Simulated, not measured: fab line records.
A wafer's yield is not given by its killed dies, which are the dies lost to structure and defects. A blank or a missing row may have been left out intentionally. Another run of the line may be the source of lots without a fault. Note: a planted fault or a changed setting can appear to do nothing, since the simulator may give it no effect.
Chamber matching    flow n5_finfet    4 sister chambers for N5_BEOL_M5_STRIP_36 on rie_diel-05
The step strips in N2/H2. 4 wafers are shown with their chamber, then 9 later ones without.

EACH WAFER AND ITS CHAMBER
wafer   chamber  showerhead_plenum_p_Torr (Torr)
L082.1  1        2.69
L084.3  3        2.60
L084.4  2        2.66
L084.5  0        2.34

WAFERS MISSING THEIR CHAMBER
wafer   showerhead_plenum_p_Torr (Torr)
L085.2  2.60
L085.3  2.69
L085.6  2.34
L090.1  2.34
L090.4  2.69
L090.6  2.69
L095.1  2.33
L095.2  2.59
L095.4  2.68

THE CHAMBER EACH PASSED THROUGH
wafer   from the rows above      in truth
L085.2  3                        3
L085.3  1                        1
L085.6  0                        0
L090.1  0                        0
L090.4  1                        1
L090.6  1                        1
L095.1  0                        0
L095.2  3                        3
L095.4  can't be placed: 1 or 2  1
Correctly placed: 8 of 9. Cannot be placed on the basis of these rows: 1; the candidates contain the true chamber in 1. Number placed wrongly: 0.
How it was worked out, from the rows above alone: a wafer's distance from a chamber is the root of the sum, over the readings, of the square of ((its reading less the chamber's mean) divided by the reading's scatter). If the next closest chamber is less than 2 further off than the closest, the wafer can't be placed; otherwise it belongs to the closest. A chamber's mean is the mean of its shown wafers. The scatter (one wafer shown for each chamber): square how far every hidden wafer sits from the nearest shown wafer, average those squares and take the square root.
